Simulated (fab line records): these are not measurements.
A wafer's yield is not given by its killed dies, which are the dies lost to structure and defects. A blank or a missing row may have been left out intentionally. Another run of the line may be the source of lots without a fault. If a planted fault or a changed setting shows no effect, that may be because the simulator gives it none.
Which tool is to blame? ; flow nandHarc ; route of 1302 steps, sampled at 1 step: 7 lots, 21 wafers

== WHAT EACH GAUGE READ, for each wafer ==
NHARC_A_M0_INSPECT_27.
lot;measured;on;rawDefectCount
L412;day 23 19:36;defectInspect-01;502 431 496
L409;day 24 03:15;defectInspect-01;590 923 766
L421;day 28 17:35;defectInspect-02;570 605 578
L424;day 30 02:34;defectInspect-02;429 410 580
L427;day 30 18:08;defectInspect-01;496 364 472
L429;day 31 18:58;defectInspect-01;641 746 527
L430;day 33 11:26;defectInspect-01;448 455 525

== TOOL THAT RAN EACH LOT (tool first, then ch and the chambers of the sampled wafers, then the start) ==
No process step before these readings appears in the record.

== THE ANSWER, worked out from the rows above alone ==
Rule: what is usual is taken from the lots themselves. The widest of any qualifying gaps counts: lots, ordered by their means at a reading, are off when they make up no more than a third of the lots, leave a main group of 4 or more, and stand apart from it by 3 or more times the standard deviation of that group's means. If all means in a main group match to the digits the tables above print for the reading, that group is not used. A lot without any number at a reading at which 4 lots or more have one is off too. Where the step has rows for the other lots, those lots are counted as sound.
No lot is off at any reading shown: from this, nothing can be told.

== WHAT THE SIMULATOR HAD INSERTED ==
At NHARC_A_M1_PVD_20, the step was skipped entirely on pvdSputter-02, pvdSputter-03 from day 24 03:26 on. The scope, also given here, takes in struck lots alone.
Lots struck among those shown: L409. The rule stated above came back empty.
